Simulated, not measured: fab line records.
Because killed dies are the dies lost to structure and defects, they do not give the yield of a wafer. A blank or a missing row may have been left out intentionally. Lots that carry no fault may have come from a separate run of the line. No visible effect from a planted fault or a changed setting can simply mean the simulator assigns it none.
fab line records	flow n5Finfet
record: lots: 6	wafers: 18	lastDay: 17
route steps=1938 shown WELL_APT@20 PMOS_HMC_CHANNEL_EPI@57 BEOL_M4@1111
lots with no fault: from the same line, run without faults
startH: start of the lot's first displayed wafer, in hours after the record's first day	waitH: hours elapsed since this lot's preceding step	" as in the row above	L1.1+2: several wafers, shown together as one row	- no value, or no start was given	* or withheld: withheld	< > ~ a bound
route shown NAME@n: NAME is a module with steps in the file, n the number in the route of the first one	usual: mean/standard deviation taken from wafers without a fault	same: alike in all rows	chamber/n: place in a boat	sites: per-site readings	_std_site: standard deviation across them	_edge_site: outer sites' mean less inner sites'	radiusMm: how far each site lies from the wafer's centre	mask NAME#n: copy n	behind: tool/chamber where the wafer was last shaped	hold: why the lot was held/for how many hours/how that ended	device: the n, p or np transistor that did not switch	end of line: the route-end tests of the same wafers	a step without rows: its recipe alone	killed: not the wafer's yield, but the dies lost to structure and defects at the first sort	map: per-die view of a wafer (x killed, . not killed, _ where there is no die)
set.NAME: the setting the step ran with; set.NAME@STEP: the setting that earlier step ran with	model.NAME: the simulator's own value behind a step, which no gauge read
lots at some steps of the route; a table a step, a row a wafer
services: when a tool's chamber went out of use (startH, in hours from the record's first day, below 0 if earlier), for how many hours, and the reason
== steps ==
step: N5_WELL_APT_HMDS_01
recipe: timeS: 60	tempC: 120
step: N5_WELL_APT_COAT_02
recipe: spinRpm: 1357	resistThkNm: 950
step: N5_WELL_APT_EBR_04
recipe: solvent: PGMEA	ebrWidthMm: 1.5
step: N5_WELL_APT_SOFTBAKE_03
recipe: tempC: 130	timeS: 60
step: N5_WELL_APT_EXPOSE_05
recipe: maskId: NWELL	na: 0.8	sourceShape: conventional	sigmaOuter: 0.8	polarization: unpolarized	defocusNm: 0	targetCdNm: 200	doseMj: 20.3
step: N5_WELL_APT_PEB_06
recipe: pebTempC: 130	pebTimeS: 90
step: N5_WELL_APT_DEVELOP_07
recipe: developTimeS: 45	rinseLiquid: surfactantRinse	dry: airSpin	devTempC: 21
step: N5_WELL_APT_HARDBAKE_12
recipe: tempC: 130	timeS: 120
step: N5_WELL_APT_CD_MEAS_08
recipe: targetCdNm: 200	landingEnergyEv: 500	detector: seInlens
usual: cdNm: 201.0/1.9
lot.wafer	tool	chamber	startH	waitH	cdNm
L390.2	cdSem-02	0	31.70	-	202.4
L390.4	"	0	"	"	205.2
L390.6	"	0	"	"	203.7
L391.1	cdSem-02	0	37.72	-	202.7
L391.3	"	0	"	"	202.4
L391.6	"	0	"	"	202.4
L398.3	cdSem-01	0	79.68	-	200.0
L398.4	"	0	"	"	200.7
L398.5	"	0	"	"	200.0
L402.2	cdSem-02	0	103.81	-	200.7
L402.5	"	0	"	"	201.9
L402.6	"	0	"	"	202.3
L403.1	cdSem-01	0	109.56	-	201.3
L403.5	"	0	"	"	197.6
L403.6	"	0	"	"	196.6
L407.2	cdSem-03	0	134.00	-	199.7
L407.3	"	0	"	"	199.2
L407.4	"	0	"	"	199.0
step: N5_WELL_APT_OVL_MEAS_09
recipe: pointsPerWafer: 44
usual: NWELL_OVL: -4/4.8
lot.wafer	tool	chamber	startH	waitH	NWELL_OVL[nm]
L390.2	overlay-02	0	31.73	0.0	-3
L390.4	"	0	"	"	5
L390.6	"	0	"	"	-5
L391.1	overlay-01	0	37.75	0.0	1
L391.3	"	0	"	"	4
L391.6	"	0	"	"	0
L398.3	overlay-02	0	79.71	0.0	0
L398.4	"	0	"	"	3
L398.5	"	0	"	"	-2
L402.2	overlay-02	0	103.84	0.0	2
L402.5	"	0	"	"	4
L402.6	"	0	"	"	-3
L403.1	overlay-02	0	109.59	0.0	-6
L403.5	"	0	"	"	-6
L403.6	"	0	"	"	0
L407.2	overlay-01	0	134.03	0.0	-3
L407.3	"	0	"	"	-1
L407.4	"	0	"	"	-2
step: N5_WELL_APT_INSPECT_10
recipe: mode: adi	inspectInstrument: macro
usual: rawDefectCount: 1.9/1.3
lot.wafer	tool	chamber	startH	waitH	rawDefectCount
L390.2	defectInspect-01	-	31.76	0.0	3
L390.4	"	-	"	"	2
L390.6	"	-	"	"	5
L391.1	defectInspect-02	-	37.77	0.0	1
L391.3	"	-	"	"	1
L391.6	"	-	"	"	2
L398.3	defectInspect-01	-	79.74	0.0	3
L398.4	"	-	"	"	1
L398.5	"	-	"	"	1
L402.2	defectInspect-01	-	103.86	0.0	2
L402.5	"	-	"	"	1
L402.6	"	-	"	"	3
L403.1	defectInspect-02	-	109.61	0.0	4
L403.5	"	-	"	"	2
L403.6	"	-	"	"	1
L407.2	defectInspect-02	-	134.05	0.0	3
L407.3	"	-	"	"	0
L407.4	"	-	"	"	2
step: N5_WELL_APT_DESCUM_13
recipe: chemistry: O2	timeS: 7.9	sourcePowerW: 50	biasPowerW: 20	pressureMtorr: 20	rfFrequencyHz: 2.712e+07	tempC: 40	o2FlowSccm: 225
usual: drypumpMotorCurrentA: 5.7/0.46	oesProductAu: 0.79/0.091	rfFwdPowerW: 49.68/0.16	rfVppV: 243.4/1.7	showerheadPlenumPTorr: 2.10/0.083	throttleValvePct: 20.29/0.19
lot.wafer	tool	chamber	startH	waitH	drypumpMotorCurrentA	oesProductAu	rfFwdPowerW	rfHoursCounterH	rfVppV	showerheadPlenumPTorr	throttleValvePct
L390.2	rieDiel-04	2	31.79	0.0	5.7	0.94	49.78	6	243.7	2.06	20.05
L390.4	"	1	"	"	6.4	0.74	49.52	181	244.1	2.15	20.40
L390.6	"	2	"	"	5.8	0.95	49.83	-	241.0	2.06	20.06
L391.1	rieDiel-01	1	37.94	0.2	5.3	0.73	49.81	194	244.1	2.08	20.61
L391.3	"	3	"	"	4.9	0.99	49.63	4	244.6	2.24	20.11
L391.6	"	3	"	"	4.9	0.98	49.84	-	246.6	2.24	20.12
L398.3	rieDiel-01	1	79.77	0.0	5.3	0.72	49.83	211	242.5	2.08	20.62
L398.4	"	0	"	"	4.9	0.76	49.63	161	242.4	2.10	20.57
L398.5	"	2	"	"	6.4	0.95	49.73	-	243.5	2.24	20.28
L402.2	rieDiel-02	0	103.90	0.0	5.3	0.75	49.51	159	243.9	2.08	20.18
L402.5	"	0	"	"	5.3	0.75	49.33	-	244.1	2.08	20.18
L402.6	"	3	"	"	5.6	0.69	49.79	-	244.0	2.16	20.23
L403.1	rieDiel-01	1	109.65	0.0	5.3	0.72	49.51	220	243.5	2.08	20.63
L403.5	"	2	"	"	6.4	0.95	49.62	-	245.4	2.24	20.28
L403.6	"	3	"	"	4.9	0.92	49.55	-	245.2	2.23	20.15
L407.2	rieDiel-01	2	134.08	0.0	6.4	0.92	49.86	29	243.8	2.23	20.29
L407.3	"	3	"	"	4.9	0.89	49.63	39	245.1	2.22	20.15
L407.4	"	0	"	"	4.9	0.74	49.40	178	242.3	2.10	20.60
step: N5_WELL_APT_IMPLANT_14
recipe: species: P	energyKev: 160	doseCm2: 1.5e+13	tiltDeg: 0	rotationDeg: 0
usual: doseIonsCm2: 1.5001e+13/1.5e+10	faradayCurrentUA: 190/3.3
lot.wafer	tool	chamber	startH	waitH	doseIonsCm2	faradayCurrentUA
L390.2	implanter-01	0	31.92	0.1	1.5021e+13	191
L390.4	"	0	"	"	1.5003e+13	189
L390.6	"	0	"	"	1.4999e+13	192
L391.1	implanter-02	0	38.04	0.1	1.5005e+13	188
L391.3	"	0	"	"	1.5001e+13	191
L391.6	"	0	"	"	1.5004e+13	191
L398.3	implanter-01	0	79.93	0.1	1.5003e+13	190
L398.4	"	0	"	"	1.4993e+13	192
L398.5	"	0	"	"	1.4983e+13	194
L402.2	implanter-02	0	104.03	0.1	1.0748e+13	139
L402.5	"	0	"	"	1.0733e+13	140
L402.6	"	0	"	"	1.0723e+13	137
L403.1	implanter-02	0	109.75	0.1	1.0768e+13	134
L403.5	"	0	"	"	1.0763e+13	137
L403.6	"	0	"	"	1.0781e+13	138
L407.2	implanter-01	0	134.21	0.1	1.4985e+13	196
L407.3	"	0	"	"	1.5004e+13	194
L407.4	"	0	"	"	1.5018e+13	189
step: N5_WELL_APT_IMPLANT_15
recipe: species: As	energyKev: 25	doseCm2: 1.5e+13	tiltDeg: 0	rotationDeg: 0
step: N5_WELL_APT_STRIP_16
recipe: chemistry: SPM	timeS: 900	tempC: 130	h2so4H2o2VolRatio: 4	dry: ipaMarangoni
step: N5_WELL_APT_HMDS_18
recipe: timeS: 60	tempC: 120
step: N5_WELL_APT_COAT_19
recipe: spinRpm: 1357	resistThkNm: 950
step: N5_WELL_APT_EBR_21
recipe: solvent: PGMEA	ebrWidthMm: 1.5
step: N5_WELL_APT_SOFTBAKE_20
recipe: tempC: 130	timeS: 60
step: N5_WELL_APT_EXPOSE_22
recipe: maskId: PWELL	na: 0.8	sourceShape: conventional	sigmaOuter: 0.8	polarization: unpolarized	defocusNm: 0	targetCdNm: 200	doseMj: 23.2
step: N5_WELL_APT_PEB_23
recipe: pebTempC: 130	pebTimeS: 90
step: N5_WELL_APT_DEVELOP_24
recipe: developTimeS: 45	rinseLiquid: surfactantRinse	dry: airSpin	devTempC: 21
step: N5_WELL_APT_HARDBAKE_29
recipe: tempC: 130	timeS: 120
step: N5_WELL_APT_CD_MEAS_25
recipe: targetCdNm: 200	landingEnergyEv: 500	detector: seInlens
usual: cdNm: 200.6/2
lot.wafer	tool	chamber	startH	waitH	cdNm
L390.2	cdSem-01	0	32.98	-	202.4
L390.4	"	0	"	"	199.1
L390.6	"	0	"	"	203.3
L391.1	cdSem-01	0	38.99	-	197.6
L391.3	"	0	"	"	197.4
L391.6	"	0	"	"	198.6
L398.3	cdSem-01	0	80.82	-	203.5
L398.4	"	0	"	"	201.5
L398.5	"	0	"	"	202.0
L402.2	cdSem-01	0	104.95	-	201.8
L402.5	"	0	"	"	201.1
L402.6	"	0	"	"	200.2
L403.1	cdSem-02	0	110.97	-	203.6
L403.5	"	0	"	"	202.7
L403.6	"	0	"	"	200.8
L407.2	cdSem-03	0	135.12	-	200.2
L407.3	"	0	"	"	198.4
L407.4	"	0	"	"	198.7
step: N5_WELL_APT_OVL_MEAS_26
recipe: pointsPerWafer: 44
usual: PWELL_OVL: 1/6.5
lot.wafer	tool	chamber	startH	waitH	PWELL_OVL[nm]
L390.2	overlay-02	0	33.01	0.0	-11
L390.4	"	0	"	"	-5
L390.6	"	0	"	"	3
L391.1	overlay-02	0	39.02	0.0	-3
L391.3	"	0	"	"	-12
L391.6	"	0	"	"	5
L398.3	overlay-01	0	80.85	0.0	-6
L398.4	"	0	"	"	1
L398.5	"	0	"	"	-6
L402.2	overlay-02	0	104.98	0.0	8
L402.5	"	0	"	"	10
L402.6	"	0	"	"	2
L403.1	overlay-02	0	111.01	0.0	2
L403.5	"	0	"	"	0
L403.6	"	0	"	"	-7
L407.2	overlay-01	0	135.15	0.0	3
L407.3	"	0	"	"	8
L407.4	"	0	"	"	-2
step: N5_WELL_APT_INSPECT_27
recipe: mode: adi	inspectInstrument: macro
usual: rawDefectCount: 2.1/1.5
lot.wafer	tool	chamber	startH	waitH	rawDefectCount
L390.2	defectInspect-01	-	33.04	0.0	1
L390.4	"	-	"	"	3
L390.6	"	-	"	"	3
L391.1	defectInspect-01	-	39.04	0.0	1
L391.3	"	-	"	"	2
L391.6	"	-	"	"	0
L398.3	defectInspect-01	-	80.88	0.0	2
L398.4	"	-	"	"	2
L398.5	"	-	"	"	0
L402.2	defectInspect-02	-	105.00	0.0	2
L402.5	"	-	"	"	1
L402.6	"	-	"	"	1
L403.1	defectInspect-02	-	111.03	0.0	3
L403.5	"	-	"	"	6
L403.6	"	-	"	"	3
L407.2	defectInspect-02	-	135.17	0.0	1
L407.3	"	-	"	"	2
L407.4	"	-	"	"	5
step: N5_WELL_APT_DESCUM_30
recipe: chemistry: O2	timeS: 7.9	sourcePowerW: 50	biasPowerW: 20	pressureMtorr: 20	rfFrequencyHz: 2.712e+07	tempC: 40	o2FlowSccm: 225
usual: drypumpMotorCurrentA: 5.7/0.42	oesProductAu: 0.78/0.088	rfFwdPowerW: 49.70/0.17	rfVppV: 243.2/1.4	showerheadPlenumPTorr: 2.09/0.079	throttleValvePct: 20.29/0.18
lot.wafer	tool	chamber	startH	waitH	drypumpMotorCurrentA	oesProductAu	rfFwdPowerW	rfHoursCounterH	rfVppV	showerheadPlenumPTorr	throttleValvePct
L390.2	rieDiel-04	2	33.07	0.0	5.7	0.95	49.75	7	242.8	2.06	20.06
L390.4	"	3	"	"	5.8	0.78	49.88	111	244.0	2.09	20.05
L390.6	"	0	"	"	5.7	0.70	49.80	-	242.2	1.97	20.33
L391.1	rieDiel-04	1	39.08	0.0	6.4	0.74	49.98	183	243.5	2.14	20.41
L391.3	"	2	"	"	5.8	0.94	49.86	9	243.0	2.06	20.05
L391.6	"	2	"	"	5.8	0.94	49.62	-	242.0	2.06	20.05
L398.3	rieDiel-01	3	80.91	0.0	4.9	0.92	49.94	21	243.6	2.23	20.14
L398.4	"	1	"	"	5.3	0.70	49.55	211	243.2	2.08	20.62
L398.5	"	2	"	"	6.4	0.95	50.04	-	245.2	2.24	20.28
L402.2	rieDiel-04	0	105.04	0.0	5.7	0.68	50.05	249	242.2	1.96	20.38
L402.5	"	0	"	"	5.7	0.68	49.68	-	242.1	1.96	20.38
L402.6	"	3	"	"	5.8	0.78	49.67	-	241.8	2.08	20.09
L403.1	rieDiel-02	1	111.06	0.0	5.7	0.80	49.72	109	243.2	2.02	20.22
L403.5	"	0	"	"	5.3	0.74	49.62	-	243.4	2.08	20.19
L403.6	"	1	"	"	5.7	0.80	49.70	-	241.8	2.02	20.24
L407.2	rieDiel-04	0	135.21	0.0	5.7	1.00	49.66	2	245.4	2.22	20.06
L407.3	"	3	"	"	5.8	0.76	49.48	139	243.9	2.08	20.09
L407.4	"	1	"	"	6.4	0.71	49.80	218	245.3	2.13	20.46
step: N5_WELL_APT_IMPLANT_31
recipe: species: B	energyKev: 60	doseCm2: 1.5e+13	tiltDeg: 0	rotationDeg: 0
step: N5_WELL_APT_IMPLANT_32
recipe: species: BF2	energyKev: 50	doseCm2: 2e+13	tiltDeg: 0	rotationDeg: 0
step: N5_WELL_APT_STRIP_33
recipe: chemistry: SPM	timeS: 900	tempC: 130	h2so4H2o2VolRatio: 4	dry: ipaMarangoni
step: N5_WELL_APT_RTA_34
recipe: tempC: 1000	timeS: 10	ambient: N2	idleTempC: 600	rampUpCPerS: 150	rampDownCPerS: 60	coolToC: 600
usual: annealTempCMax: 1005.2/1	lampPowerPct: 13.00/0.054	wafer_temp_C_max: 1003.3/1
lot.wafer	tool	chamber	startH	waitH	annealTempCMax	lampPowerPct	wafer_temp_C_max
L390.2	rtpAnneal-02	0	33.85	0.0	1006.6	13.01	1003.4
L390.4	"	0	"	"	1004.4	13.03	1003.7
L390.6	"	0	"	"	1005.0	12.97	1003.8
L391.1	rtpAnneal-02	0	39.84	0.0	1004.5	12.93	1003.5
L391.3	"	0	"	"	1007.6	13.02	1002.8
L391.6	"	0	"	"	1005.9	13.09	1004.1
L398.3	rtpAnneal-02	0	81.77	0.1	1006.5	13.06	1003.7
L398.4	"	0	"	"	1005.6	13.02	1003.4
L398.5	"	0	"	"	1005.4	13.00	1003.2
L402.2	rtpAnneal-02	0	105.83	0.0	1006.8	13.00	1002.5
L402.5	"	0	"	"	1005.6	12.96	1003.5
L402.6	"	0	"	"	1004.6	13.01	1002.8
L403.1	rtpAnneal-02	0	111.84	0.0	1005.5	13.01	1002.2
L403.5	"	0	"	"	1005.0	12.98	1003.6
L403.6	"	0	"	"	1006.4	12.93	1004.8
L407.2	rtpAnneal-01	0	135.99	0.0	1005.0	12.99	1003.6
L407.3	"	0	"	"	1004.6	12.96	1002.7
L407.4	"	0	"	"	1004.7	12.99	1002.2
step: N5_WELL_APT_OXIDE_STRIP_42
recipe: chemistry: dHF	dilution: 25:1	timeS: 45	tempC: 25	target: SiO2	targetDepthA: 120
step: N5_WELL_APT_PRECLEAN_36
recipe: chemistry: O3/DIW	timeS: 45	tempC: 22	o3Ppm: 10
step: N5_WELL_APT_PRECLEAN_39
recipe: chemistry: dHF	timeS: 60	dilution: 150:1	tempC: 25
step: N5_WELL_APT_SRD_37
recipe: dry: ipaMarangoni	doPpb: 5	timeS: 30	tempC: 23	rinseLiquid: diw
step: N5_WELL_APT_EPI_41
recipe: material: Si	targetThkA: 500	tempC: 650	precursor: SiH4/H2	pressureTorr: 20	timeS: 297.7
usual: throttleValvePct: 11.1/0.42
lot.wafer	tool	chamber	startH	waitH	throttleValvePct
L390.2	epiRpcvd-02	0	34.17	0.1	10.7
L390.4	"	0	"	"	10.3
L390.6	"	0	"	"	10.7
L391.1	epiRpcvd-02	0	40.08	0.0	10.3
L391.3	"	0	"	"	10.6
L391.6	"	0	"	"	10.4
L398.3	epiRpcvd-01	0	82.17	0.2	11.6
L398.4	"	0	"	"	11.6
L398.5	"	0	"	"	11.4
L402.2	epiRpcvd-01	0	106.16	0.1	11.9
L402.5	"	0	"	"	11.3
L402.6	"	0	"	"	11.5
L403.1	epiRpcvd-04	0	112.15	0.0	11.1
L403.5	"	0	"	"	10.7
L403.6	"	0	"	"	11.2
L407.2	epiRpcvd-04	0	136.31	0.1	11.0
L407.3	"	0	"	"	10.8
L407.4	"	0	"	"	10.9
step: N5_WELL_APT_INSPECT_38
recipe: inspectInstrument: darkfield	mode: postEpi
usual: rawDefectCount: 14/5.8
lot.wafer	tool	chamber	startH	waitH	rawDefectCount
L390.2	defectInspect-01	-	34.71	0.4	5
L390.4	"	-	"	"	5
L390.6	"	-	"	"	3
L391.1	defectInspect-02	-	40.71	0.5	19
L391.3	"	-	"	"	15
L391.6	"	-	"	"	16
L398.3	defectInspect-01	-	82.61	0.3	20
L398.4	"	-	"	"	17
L398.5	"	-	"	"	16
L402.2	defectInspect-02	-	106.69	0.4	6
L402.5	"	-	"	"	15
L402.6	"	-	"	"	20
L403.1	defectInspect-01	-	112.79	0.5	8
L403.5	"	-	"	"	7
L403.6	"	-	"	"	13
L407.2	defectInspect-01	-	136.84	0.4	5
L407.3	"	-	"	"	13
L407.4	"	-	"	"	6
step: N5_PMOS_HMC_CHANNEL_EPI_HM_DEP_34
recipe: material: SiO2	targetThkA: 360	tempC: 400	precursor: TEOS/O2	pressureTorr: 6.5	rfW: 900	teosFlowSccm: 161.4	gas: O2	flowSccm: 2650	timeS: 6.9
usual: heaterPowerW: 561/86	rfFwdPowerW: 887/4.6	showerheadPlenumPTorr: 8.36/0.041	throttleValvePct: 18.9/0.96
lot.wafer	tool	chamber	startH	waitH	heaterPowerW	rfFwdPowerW	showerheadPlenumPTorr	throttleValvePct
L390.2	pecvd-02	2	34.74	0.0	550	888	8.32	17.5
L390.4	"	2	"	"	541	889	8.33	17.3
L390.6	"	0	"	"	588	885	8.36	17.8
L391.1	pecvd-03	1	40.75	0.0	699	891	8.39	19.2
L391.3	"	0	"	"	572	886	8.35	18.1
L391.6	"	2	"	"	502	891	8.36	19.7
L398.3	pecvd-04	1	82.64	0.0	567	884	8.28	20.5
L398.4	"	2	"	"	560	876	8.38	18.5
L398.5	"	0	"	"	441	899	8.44	18.9
L402.2	pecvd-03	0	106.73	0.0	622	881	8.38	18.4
L402.5	"	1	"	"	660	884	8.35	18.9
L402.6	"	0	"	"	620	882	8.38	18.4
L403.1	pecvd-04	0	112.82	0.0	434	890	8.42	18.9
L403.5	"	1	"	"	513	892	8.27	20.8
L403.6	"	0	"	"	443	894	8.45	18.9
L407.2	pecvd-03	1	136.88	0.0	716	887	8.36	19.3
L407.3	"	2	"	"	507	896	8.33	19.9
L407.4	"	0	"	"	515	884	8.38	18.4
step: N5_PMOS_HMC_CHANNEL_EPI_COAT_31
recipe: resist: BARC	tempC: 205	timeS: 60	spinRpm: 1500	resistThkNm: 66
step: N5_PMOS_HMC_CHANNEL_EPI_COAT_03
recipe: resist: CAR-ArF-block	spinRpm: 1500	resistThkNm: 205
step: N5_PMOS_HMC_CHANNEL_EPI_EBR_05
recipe: solvent: PGMEA	ebrWidthMm: 1.5
step: N5_PMOS_HMC_CHANNEL_EPI_SOFTBAKE_04
recipe: tempC: 110	timeS: 60	resist: CAR-ArF-block
step: N5_BEOL_M4_RC_MEAS_101
usual: DIBL_N: 36.7/1.8	DIBL_P: 37.0/2.4	IOFF_N: 0.17/0.036	IOFF_P: 0.22/0.042	ION_N: 673/12	ION_P: 462/8.5	RS_NWELL: 1036/7.1	SS_N: 71.7/0.62	SS_P: 73.4/0.65	VT_N: 250/3.7	VT_P: -250/3.7
lot.wafer	tool	chamber	startH	waitH	DIBL_N[mV/V]	DIBL_P[mV/V]	IOFF_N[nA/um]	IOFF_P[nA/um]	ION_N[uA/um]	ION_P[uA/um]	RS_NWELL[ohm/sq]	SS_N[mV/dec]	SS_P[mV/dec]	VT_N[mV]	VT_P[mV]
L390.2	prober-02	0	212.04	0.2	38.0	37.8	0.19	0.25	668	468	1037	72.2	73.8	247	-246
L390.4	"	0	"	"	37.3	37.7	0.17	0.25	691	476	1038	72.1	73.3	248	-247
L390.6	"	0	"	"	37.4	36.1	0.16	0.22	666	460	1046	71.7	72.8	252	-249
L391.1	prober-02	0	214.80	0.0	35.1	36.3	0.14	0.18	658	455	1054	71.5	73.6	254	-253
L391.3	"	0	"	"	37.1	38.1	0.17	0.21	662	446	1044	72.2	73.4	251	-252
L391.6	"	0	"	"	36.7	38.1	0.17	0.20	670	457	1053	71.6	73.6	248	-250
L398.3	prober-02	0	237.34	0.3	38.8	38.6	0.19	0.24	697	470	1057	71.6	74.8	248	-252
L398.4	"	0	"	"	35.0	35.0	0.14	0.19	672	459	1037	71.7	72.9	251	-254
L398.5	"	0	"	"	37.7	38.3	0.19	0.25	701	479	1043	72.2	74.6	247	-247
L402.2	prober-02	0	270.03	0.2	39.2	42.2	0.26	0.34	694	479	1248	71.5	74.5	244	-242
L402.5	"	0	"	"	38.5	41.4	0.24	0.31	704	479	1258	72.3	73.5	242	-242
L402.6	"	0	"	"	38.1	39.3	0.20	0.28	684	472	1265	71.8	73.9	247	-245
L403.1	prober-02	0	272.39	0.0	35.3	35.6	0.14	0.19	685	465	1256	70.9	72.8	250	-254
L403.5	"	0	"	"	33.0	33.9	0.11	0.17	665	469	1241	70.5	72.2	255	-252
L407.2	prober-01	0	300.70	0.2	37.6	36.2	0.17	0.22	675	459	1037	71.5	73.6	249	-252
L407.3	"	0	"	"	34.7	33.3	0.13	0.17	675	459	1034	71.0	72.9	255	-252
L407.4	"	0	"	"	32.5	30.5	0.11	0.15	664	456	1031	70.4	72.1	254	-257
== services ==
tool	chamber	startH	hours	kind
rieDiel-01	2	25.29	-	clean
rieDiel-01	2	25.29	-	consumableReplace:focusRing
rieDiel-01	2	25.29	-	consumableReplace:showerhead
rieDiel-01	2	25.29	19.6	scheduledDown
rieDiel-01	2	25.29	19.6	ventCycle
rieDiel-04	1	50.04	6.2	repair
rieDiel-04	3	51.04	30.3	repair
rieDiel-02	0	51.06	16.0	repair
implanter-02	-	52.00	4.2	repair
rieDiel-02	3	53.76	2.0	repair
implanter-01	-	57.90	0.6	repair
rieDiel-01	2	69.28	5.1	repair
pecvd-03	0	76.39	16.1	repair
rieDiel-01	-	76.56	0.6	repair
implanter-01	-	102.77	2.9	repair
pecvd-02	-	105.74	2.8	pm
rieDiel-04	1	107.92	4.6	repair
rieDiel-04	0	112.71	-	clean
rieDiel-04	0	112.71	-	consumableReplace:focusRing
rieDiel-04	0	112.71	-	consumableReplace:showerhead
rieDiel-04	0	112.71	17.8	scheduledDown
pecvd-03	-	127.47	1.0	repair
implanter-01	-	130.37	3.2	pm
pecvd-04	-	134.90	3.0	repair
== key ==
firstSign: step: N5_WELL_APT_IMPLANT_14	reading: doseIonsCm2	direction: down	sigmas: 99+	usual: 1.5001e+13	struck: 1.0753e+13
effect: step: N5_WELL_APT_IMPLANT_14	reading: faradayCurrentUA	direction: down	sigmas: 16	usual: 190	struck: 138
effect: step: N5_BEOL_M4_RC_MEAS_101	reading: RS_NWELL	direction: up	sigmas: 31	usual: 1036	struck: 1254
metAt N5_WELL_APT_IMPLANT_14
struckWafers L402.2,L402.5,L402.6,L403.1,L403.5,L403.6
rowsEnd L403.6
onsetBetween 38.04 104.03
fault: kind: processParameterDrift	tool: implanter-02	chamber: -	onsetH: 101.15	steps: N5_WELL_APT_IMPLANT_14	channel: doseCm2	offset: -4.2503e+12	shape: step	actsIn: theseRecipesOnly	stated: 1.5e+13
rowsEnd: these wafers met a further fault down the route, and their rows from its step on are left out
